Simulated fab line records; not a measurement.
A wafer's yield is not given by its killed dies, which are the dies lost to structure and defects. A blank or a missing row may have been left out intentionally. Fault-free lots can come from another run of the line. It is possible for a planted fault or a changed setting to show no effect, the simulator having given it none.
A struck lot beside a sound one || flow nand_harc || 15 steps out of a route of 1302
Sound: wafers L501.1, L501.2, L501.6. Struck: wafer L512.1; the same lot's L512.3 was not struck, so it is left out; see the end for the cause.
At each step with rows: each side's tool, then ch and its chambers, then its first start. Under that, the readings that differ: sound wafers || struck wafers || difference of the means || sigmas: that difference in standard deviations of wafers without a fault.
alike: readings whose means differ by less than 2 such deviations, and words and numbers that are the same on both sides. not compared: withheld readings, readings that some wafer has no value for, bounds like >300 that may hide the same value, and numbers for which the record gives no deviation and whose values overlap.
Wherever a step has rows on one side only, a row that says differs or no value, or a row with sigmas, the two part there. When numbers do not overlap yet have no deviation, they are printed without sigmas and do not part them. A reading that every wafer of one side lacks parts them only if that side has two wafers or more.

first, 7 steps without rows for these wafers: NHARC_A_BLC_COAT_03 (time 65 s); NHARC_A_BLC_COAT_04 (resist thk 90 nm); NHARC_A_BLC_SOFTBAKE_05 (time 55 s); NHARC_A_BLC_EBR_06; NHARC_A_BLC_EXPOSE_07 (exposes mask A BLC, target cd 100 nm); NHARC_A_BLC_PEB_08 (peb time 65 s); NHARC_A_BLC_DEVELOP_09 (develop time 35 s).
NHARC_A_BLC_CD_MEAS_10: target cd 100 nm.
  sound on cd_sem-02 ch 0, day 26 22:17; struck on cd_sem-02 ch 0, day 31 14:39
  alike: cd_nm
NHARC_A_BLC_OVL_MEAS_11:
  sound on overlay-01 at day 26 22:23; struck on overlay-02 at day 31 14:44
{"reading": "overlay_y_nm (nm)", "sound": "2.4 2.3 1.8", "struck": 0.1, "difference": -2.1, "sigmas": -2}
  alike: overlay_x_nm
NHARC_A_BLC_INSPECT_12:
  sound on defect_inspect-02 at day 26 22:25; struck on defect_inspect-02 at day 31 14:47
  alike: raw_defect_count
NHARC_A_BLC_DESCUM_15: chemistry O2, time 3 s.
  sound on rie_diel-13 ch 0,2, day 26 22:29; struck on rie_diel-13 ch 1, day 31 14:52
{"reading": "mfc_ar_sccm (sccm)", "sound": "0.029 0.019 0.019", "struck": 0, "difference": "+0", "sigmas": -2}
  alike: drypump_motor_current_A, oes_product_au, rf_vpp_V, showerhead_plenum_p_Torr, throttle_valve_pct
  not compared: rf_hours_counter_h
NHARC_A_BLC_ETCH_16: etches the open film in CF4, target depth 39 nm, time 65 s.
  sound on rie_diel-13 ch 0,1,2, day 26 22:34; struck on rie_diel-13 ch 0, day 31 14:56
{"reading": "oes_product_au (a.u.)", "sound": "1.014 1.003 1.020", "struck": 0.990, "difference": -0.022, "sigmas": -2}
  alike: drypump_motor_current_A, mfc_ar_sccm, rf_fwd_power_W, rf_vpp_V, showerhead_plenum_p_Torr, throttle_valve_pct
  not compared: rf_hours_counter_h
NHARC_A_BLC_ETCH_17: etches the open film in N2/H2, target depth 390 nm, time 609.38 s.
  sound on rie_diel-13 ch 0,2,3, day 26 22:40; struck on rie_diel-13 ch 3, day 31 15:01
{"reading": "oes_product_au (a.u.)", "sound": "0.996 1.008 0.993", "struck": 0.873, "difference": -0.126, "sigmas": -11}
{"reading": "rf_vpp_V (V)", "sound": "425.4 427.2 432.0", "struck": 435.0, "difference": "+6.8", "sigmas": "+2"}
  alike: drypump_motor_current_A, h2_flow_sccm, mfc_ar_sccm, rf_fwd_power_W, showerhead_plenum_p_Torr, throttle_valve_pct
  not compared: rf_hours_counter_h
NHARC_A_BLC_ETCH_18: etches the open film in C4F8/O2/Ar, target depth 910 nm.
  sound: rie_diel-13 ch 0,1; struck: rie_diel-13 ch 3
  alike: oes_product_au, rf_fwd_power_W, rf_vpp_V
  not compared: rf_hours_counter_h
NHARC_END_SORT_01:
  at this point the record logs the struck wafers (prober-01 ch 0, day 33 10:52) and has no rows for the sound ones

== WHERE THEY PART ==
At NHARC_A_BLC_OVL_MEAS_11 first; at NHARC_END_SORT_01 last (within this record only).

WHY: what the simulator had put in
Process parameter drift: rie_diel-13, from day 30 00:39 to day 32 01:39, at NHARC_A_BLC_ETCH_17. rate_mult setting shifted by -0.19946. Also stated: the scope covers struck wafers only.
